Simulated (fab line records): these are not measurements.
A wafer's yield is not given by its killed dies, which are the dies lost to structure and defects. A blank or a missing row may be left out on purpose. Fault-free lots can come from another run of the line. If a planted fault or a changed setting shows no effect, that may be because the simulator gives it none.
Lot-split experiment + flow n5Finfet + 30 wafers read across 7 lots, on a route 1938 steps long

== THE SPLIT ==
At N5_BEOL_M8_DEVELOP_10 (develop time 30 s), the setting developTimeS was moved away from the recipe's 30 s on 13 of the 30 wafers read, by -21.2% to +58.8%. All remaining wafers had this setting at the recipe value.

== FROM THE SPLIT TO THE READING: what the file shows between them, 13 steps ==
- N5_BEOL_M8_CD_MEAS_11: target cd 38.5 nm
- N5_BEOL_M8_DESCUM_16: chemistry O2, time 7.9 s
- N5_BEOL_M8_ETCH_61: etches SiARC in CF4, target depth 45.5 nm, time 75.8 s
- N5_BEOL_M8_ETCH_62: etches SOC in N2/H2, target depth 110 nm, overetch 22 nm, time 165 s
- N5_BEOL_M8_STRIP_68: strips in N2/H2
- N5_BEOL_M8_STRIP_67: strips in CF4
- N5_BEOL_M8_HM_OPEN_17: chemistry Cl2/BCl3, target TiN, target depth 20 nm, overetch 6 nm
- N5_BEOL_M8_STRIP_19: strips in O2
- N5_BEOL_M8_CD_MEAS_18: pitch 80 nm, target cd 40 nm
- N5_BEOL_M8_COAT_63: time 60 s, resist thk 60 nm
- N5_BEOL_M8_COAT_64: time 60 s, resist thk 12 nm
- N5_BEOL_M8_PRECLEAN_42: cleans in residue remover, time 60 s
- N5_BEOL_M8_SRD_43: time 30 s

== THE READING ==
cdNm, in nm, at N5_BEOL_M8_CD_MEAS_35 (target cd 40 nm). Fault-free wafers of this fab line usually give 40.0 nm, standard deviation 0.51 nm.

| wafer  | tool, chamber at the split | developTimeS as run, s | against the recipe | cdNm, nm | against lot-mates on the recipe |
|--------|----------------------------|------------------------|--------------------|----------|---------------------------------|
| L075.3 | lithoTrack-04, 0           | 30                     | recipe             | 40.0     | -                               |
| L075.5 | lithoTrack-04, 0           | 41.17                  | +37.2%             | 41.5     | +1.5                            |
| L075.6 | lithoTrack-04, 0           | 30                     | recipe             | 39.9     | -                               |
| L083.1 | lithoTrack-05, 0           | 30                     | recipe             | 39.7     | -                               |
| L083.3 | lithoTrack-05, 0           | 47.65                  | +58.8%             | 41.5     | +1.9                            |
| L083.4 | lithoTrack-05, 0           | 30                     | recipe             | 39.5     | -                               |
| L081.1 | lithoTrack-02, 0           | 45.54                  | +51.8%             | 41.8     | +1.8                            |
| L081.2 | lithoTrack-02, 0           | 30                     | recipe             | 40.0     | -                               |
| L081.3 | lithoTrack-02, 0           | 30                     | recipe             | 40.2     | -                               |
| L081.4 | lithoTrack-02, 0           | 45.54                  | +51.8%             | 41.0     | +1.0                            |
| L081.5 | lithoTrack-02, 0           | 45.54                  | +51.8%             | 41.5     | +1.5                            |
| L081.6 | lithoTrack-02, 0           | 30                     | recipe             | 39.8     | -                               |
| L087.3 | lithoTrack-02, 0           | 30                     | recipe             | 40.2     | -                               |
| L087.4 | lithoTrack-02, 0           | 30                     | recipe             | 40.4     | -                               |
| L087.5 | lithoTrack-02, 0           | 30                     | recipe             | 39.9     | -                               |
| L088.1 | lithoTrack-02, 0           | 23.64                  | -21.2%             | 38.9     | -0.7                            |
| L088.2 | lithoTrack-02, 0           | 30                     | recipe             | 39.6     | -                               |
| L088.3 | lithoTrack-02, 0           | 30                     | recipe             | 39.5     | -                               |
| L088.4 | lithoTrack-02, 0           | 23.64                  | -21.2%             | 39.0     | -0.6                            |
| L088.5 | lithoTrack-02, 0           | 30                     | recipe             | 39.7     | -                               |
| L088.6 | lithoTrack-02, 0           | 23.64                  | -21.2%             | 38.4     | -1.2                            |
| L089.1 | lithoTrack-05, 0           | 36.36                  | +21.2%             | 42.1     | +1.3                            |
| L089.2 | lithoTrack-05, 0           | 36.36                  | +21.2%             | 41.3     | +0.5                            |
| L089.6 | lithoTrack-05, 0           | 30                     | recipe             | 40.8     | -                               |
| L096.1 | lithoTrack-02, 0           | 30                     | recipe             | 39.5     | -                               |
| L096.2 | lithoTrack-02, 0           | 30                     | recipe             | 40.3     | -                               |
| L096.3 | lithoTrack-02, 0           | 24.4                   | -18.7%             | 39.2     | -0.8                            |
| L096.4 | lithoTrack-02, 0           | 30                     | recipe             | 40.2     | -                               |
| L096.5 | lithoTrack-02, 0           | 24.4                   | -18.7%             | 39.7     | -0.3                            |
| L096.6 | lithoTrack-02, 0           | 24.4                   | -18.7%             | 39.2     | -0.8                            |

THE FIT
A straight line over all 30 wafers: cdNm changes by +0.0348 nm for each +1% of developTimeS; r = +0.86; the points scatter about the line by 0.48 nm.
The same after taking each lot's own level away (the mean of its wafers on the recipe; 30 wafers): +0.0322 nm for each +1%; r = +0.94; scatter 0.27 nm.
According to that fit, moving developTimeS by its largest amount changes the reading by 1.9 nm.
Across the lots, their own levels run from 39.60 to 40.80 nm, a range of 2.4 times the standard deviation given above.
Consequently the slope shifts little with the lot-to-lot level, the two slopes agreeing.
Check: +1.87 nm against its lot-mates is what the line predicts for one of the wafers moved furthest among these (+58.8%) when that wafer is left out of the fit. It came out at +1.9 nm against them.

== THE WHOLE CHAIN: every reading that the file lists as answering this split, in the file's order ==
| step                  | what it does                                                      | reading                                                             | change (the file's fit)                | r (the file's) |
|-----------------------|-------------------------------------------------------------------|---------------------------------------------------------------------|----------------------------------------|----------------|
| N5_BEOL_M8_CD_MEAS_11 | target cd 38.5 nm                                                 | cdNm                                                                | +0.0326 nm for each +1% of the setting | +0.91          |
| N5_BEOL_M8_ETCH_61    | etches SiARC in CF4, target depth 45.5 nm, time 75.8 s            | BEOL_M8.cdOffsetNm (the simulator's own value, which no gauge read) | +0.0363 nm for each +1% of the setting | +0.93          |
| N5_BEOL_M8_HM_OPEN_17 | chemistry Cl2/BCl3, target TiN, target depth 20 nm, overetch 6 nm | BEOL_M8.cdOffsetNm (the simulator's own value, which no gauge read) | +0.0342 nm for each +1% of the setting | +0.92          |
| N5_BEOL_M8_CD_MEAS_18 | pitch 80 nm, target cd 40 nm                                      | cdNm                                                                | +0.041 nm for each +1% of the setting  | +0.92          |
| N5_BEOL_M8_CD_MEAS_35 | target cd 40 nm                                                   | cdNm                                                                | +0.0321 nm for each +1% of the setting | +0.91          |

== FILE'S OWN FIT ==
cdNm changes by +0.0321 nm for each +1% of developTimeS, r = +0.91.
